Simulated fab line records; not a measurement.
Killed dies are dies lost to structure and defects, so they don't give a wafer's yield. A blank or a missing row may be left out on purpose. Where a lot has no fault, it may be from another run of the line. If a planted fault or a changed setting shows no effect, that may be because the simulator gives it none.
Chamber matching / flow nandHarc / cmp-03 running NHARC_A_WL_FILL_CMP_12: 4 sister chambers
The step polishes, t overpolish 30 s, target thk 75 nm. 4 wafers are shown with their chamber, then 9 later ones without.

== WAFERS PAIRED WITH THEIR CHAMBERS ==
wafer=L085.2; chamber=2; motorCurrentA (A)=11.7
wafer=L091.2; chamber=3; motorCurrentA (A)=12.8
wafer=L091.5; chamber=0; motorCurrentA (A)=13.3
wafer=L091.6; chamber=1; motorCurrentA (A)=11.5

== WAFERS MISSING THEIR CHAMBER ==
wafer=L094.2; motorCurrentA (A)=13.5
wafer=L094.3; motorCurrentA (A)=12.3
wafer=L094.6; motorCurrentA (A)=11.8
wafer=L092.1; motorCurrentA (A)=12.3
wafer=L092.2; motorCurrentA (A)=11.6
wafer=L092.4; motorCurrentA (A)=11.5
wafer=L093.3; motorCurrentA (A)=11.3
wafer=L093.5; motorCurrentA (A)=12.0
wafer=L093.6; motorCurrentA (A)=12.0

== CHAMBER TAKEN BY EACH ==
wafer=L094.2; from the rows above=can't be placed: 0 or 3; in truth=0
wafer=L094.3; from the rows above=can't be placed: 3 or 2 or 1 or 0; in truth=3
wafer=L094.6; from the rows above=can't be placed: 2 or 1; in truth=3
wafer=L092.1; from the rows above=can't be placed: 3 or 2 or 1 or 0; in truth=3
wafer=L092.2; from the rows above=can't be placed: 1 or 2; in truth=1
wafer=L092.4; from the rows above=can't be placed: 1 or 2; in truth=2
wafer=L093.3; from the rows above=can't be placed: 1 or 2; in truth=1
wafer=L093.5; from the rows above=can't be placed: 2 or 1 or 3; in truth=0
wafer=L093.6; from the rows above=can't be placed: 2 or 1 or 3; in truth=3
0 of 9 placed correctly. Unplaceable from these rows: 9, with the true chamber sitting among the candidates in 7. Wrongly placed: 0.
How it was worked out, from the rows above alone: a wafer's distance from a chamber is the root of the sum, over the readings, of the square of ((its reading less the chamber's mean) divided by the reading's scatter). The wafer belongs to the nearest chamber; if the next one is less than 2 further off, it can't be placed. For every chamber, the mean is computed from those of its wafers that are shown. The scatter (one wafer shown for each chamber): square how far every hidden wafer sits from the nearest shown wafer, average those squares and take the square root.
